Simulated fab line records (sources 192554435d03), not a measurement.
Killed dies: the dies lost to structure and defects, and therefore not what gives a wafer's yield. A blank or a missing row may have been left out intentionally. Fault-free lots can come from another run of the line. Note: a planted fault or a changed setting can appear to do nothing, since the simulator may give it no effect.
fab line records	flow n5-finfet
record: lots: 7	wafers: 39
route steps=1938 shown PMOS_HMC_CHANNEL_EPI@74 DUMMY_GATE@246 HKMG_FIN@385 MOL_CONTACT_COAG@531 BEOL_M4@1111
start-h: the number of hours between the record's first day and the start of the first shown wafer of the lot	wait-h: time in hours since the lot's previous step	" same as the row above	L1.1+2: a single row standing in for several wafers	- no value present, or no start provided	* or withheld: withheld	< > ~ a bound
route shown NAME@n: a module of which the file shows steps, and the number in the route of the first	usual: the fault-free wafers' mean and standard deviation	same: alike in all rows	chamber/n: place in a boat	sites: the reading at each site	_std_site: the values' standard deviation	_edge_site: mean of outer sites minus mean of inner sites	radius-mm: how far each site lies from the wafer's centre	mask NAME#n: copy n	behind: the tool/chamber that last shaped the wafer	hold: reason for holding the lot/hours on hold/outcome of the hold	device: whichever transistor did not switch (one of n, p or np)	end of line: the route-end tests of the same wafers	for a step that has no rows: nothing shown but its recipe	killed: dies that structure and defects cost at the first sort, which is not the same as the wafer's yield	map: a wafer's dies, marking killed ones x, the rest . and places with no die _
set.NAME: the setting the step ran with; set.NAME@STEP: the setting that earlier step ran with	model.NAME: the simulator's own value behind a step, which no gauge read
lots run with intentionally changed settings; tables by step, rows by wafer
== steps ==
step: N5_PMOS_HMC_CHANNEL_EPI_FIN_RECESS_16
recipe: chemistry: HBr/Cl2	target: Si	mask-material: SiO2	target-depth-a: 540	time-s: 18	pressure-mtorr: 10	icp-w: 800	bias-w: 75	HBr_flow_sccm: 150	Cl2_flow_sccm: 80
step: N5_DUMMY_GATE_ETCH_32
recipe: chemistry: CF4	target: SiO2	target-depth-a: 35	time-s: 3.9	ion-energy-ev: 350	pressure-mtorr: 10	icp-w: 800	bias-w: 400	cf4-flow-sccm: 80
step: N5_DUMMY_GATE_ETCH_44
recipe: chemistry: HBr/O2	over-etch-frac: 0.7	target-depth-a: 1275	stop-on: SiO2	ion-energy-ev: 60	bias-w: 20	target: poly-Si	mask-material: SiO2	pressure-mtorr: 20	icp-w: 400	HBr_flow_sccm: 120	O2_flow_sccm: 10
step: N5_HKMG_FIN_IL_REGROW_00
recipe: material: SiO2	target-thk-a: 7.5	chemistry: O3	temp-c: withheld	time-s: 30
step: N5_MOL_CONTACT_COAG_ETCH_105
recipe: chemistry: CF4	target: SiARC	target-depth-a: 156	mask-material: CAR-EUV	time-s: 26	ion-energy-ev: 80	pressure-mtorr: 40	source-w: 545	bias-w: 36	Ar_flow_sccm: 100	cf4-flow-sccm: 100	ends: cleared
step: N5_MOL_CONTACT_COAG_SPUTTER_143
recipe: material: Co	target-thk-a: 25	temp-c: 25	chamber-pressure-pa: 0.2
step: N5_BEOL_M4_RC_MEAS_101
usual: CJ_P: 5.78/0.18
lot.wafer	tool	chamber	start-h	wait-h	set.time-s@PMOS_HMC_CHANNEL_EPI_FIN_RECESS_16	set.time-s@DUMMY_GATE_ETCH_32	set.target-depth-a@DUMMY_GATE_ETCH_44	set.time-s@HKMG_FIN_IL_REGROW_00	set.bias-w@MOL_CONTACT_COAG_ETCH_105	set.target-thk-a@MOL_CONTACT_COAG_SPUTTER_143	CJ_P
L078.1	prober-01	0	200.16	0.0	16.74	4.294	1323	34.26	32.23	22.07	6.21
L078.2	"	0	"	"	16.74	4.294	1323	30	36	25	6.32
L078.3	"	0	"	"	18	3.9	1275	34.26	32.23	22.07	5.94
L078.4	"	0	"	"	16.74	3.9	1275	30	32.23	25	6.44
L078.5	"	0	"	"	18	3.9	1323	30	36	22.07	5.69
L078.6	"	0	"	"	18	4.294	1275	34.26	36	25	5.83
L079.1	prober-02	0	202.72	0.0	16.93	3.9	1325	30	36	25	6.23
L079.2	"	0	"	"	18	3.9	1275	35.4	36	25	5.59
L079.3	"	0	"	"	16.93	3.9	1275	35.4	36	25	6.37
L079.4	"	0	"	"	18	3.9	1325	30	36	25	5.80
L079.5	"	0	"	"	18	3.9	1275	30	36	25	5.98
L079.6	"	0	"	"	16.93	3.9	1325	35.4	36	25	6.37
L080.1	prober-01	0	204.48	0.0	18	3.377	1275	30	36	25	5.58
L080.2	"	0	"	"	18	3.9	1363	30	38.64	25	6.07
L080.3	"	0	"	"	18	3.377	1363	30	36	23.24	5.30
L080.4	"	0	"	"	18	3.9	1363	30	36	23.24	5.76
L080.5	"	0	"	"	18	3.377	1275	30	38.64	23.24	5.31
L080.6	"	0	"	"	18	3.9	1275	30	38.64	25	6.10
L086.1	prober-02	0	240.26	0.0	18	3.9	1275	30	36	25	5.72
L086.2	"	0	"	"	18	3.9	1275	32.88	37.77	25	5.71
L086.3	"	0	"	"	18	3.9	1437	30	36	25	5.98
L086.4	"	0	"	"	18	3.9	1437	32.88	37.77	25	5.82
L086.5	"	0	"	"	18	3.9	1437	30	37.77	25	5.64
L086.6	"	0	"	"	18	3.9	1275	32.88	36	25	5.79
L087.1	prober-01	0	242.18	0.0	17.44	3.624	1275	30	36	25	6.06
L087.2	"	0	"	"	18	3.9	1275	27.07	40.24	23.85	5.63
L087.3	"	0	"	"	18	3.624	1323	30	40.24	25	5.94
L087.4	"	0	"	"	17.44	3.9	1275	30	40.24	23.85	5.96
L087.5	"	0	"	"	18	3.624	1323	27.07	36	25	5.73
L087.6	"	0	"	"	17.44	3.9	1323	27.07	36	23.85	5.94
L091.2	prober-02	0	276.91	0.2	18	3.9	1275	30	36	25	5.97
L091.4	"	0	"	"	18	3.9	1275	30	36	25	5.75
L091.6	"	0	"	"	18	3.9	1275	30	36	25	5.87
L097.1	prober-02	0	309.49	0.0	18.61	3.9	1318	38.29	36	25	5.43
L097.2	"	0	"	"	18	3.9	1275	30	36	25	6.11
L097.3	"	0	"	"	18.61	4.289	1318	30	29.68	25	5.48
L097.4	"	0	"	"	18.61	4.289	1275	38.29	36	22.9	5.71
L097.5	"	0	"	"	18	3.9	1275	38.29	29.68	22.9	5.92
L097.6	"	0	"	"	18	4.289	1318	30	29.68	22.9	6.13
== key ==
split: step: N5_PMOS_HMC_CHANNEL_EPI_FIN_RECESS_16	setting: time-s	stated-as: 18
response: step: N5_BEOL_M4_RC_MEAS_101	reading: CJ_P	slope: -0.0822	per: 1%	together-with: all	explained: 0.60
split: step: N5_DUMMY_GATE_ETCH_32	setting: time-s	stated-as: 3.9
response none clear
split: step: N5_DUMMY_GATE_ETCH_44	setting: target-depth-a	stated-as: 1275
response none clear
split: step: N5_HKMG_FIN_IL_REGROW_00	setting: time-s	stated-as: 30
response none clear
split: step: N5_MOL_CONTACT_COAG_ETCH_105	setting: bias-w	stated-as: 36
response none clear
split: step: N5_MOL_CONTACT_COAG_SPUTTER_143	setting: target-thk-a	stated-as: 25
response none clear
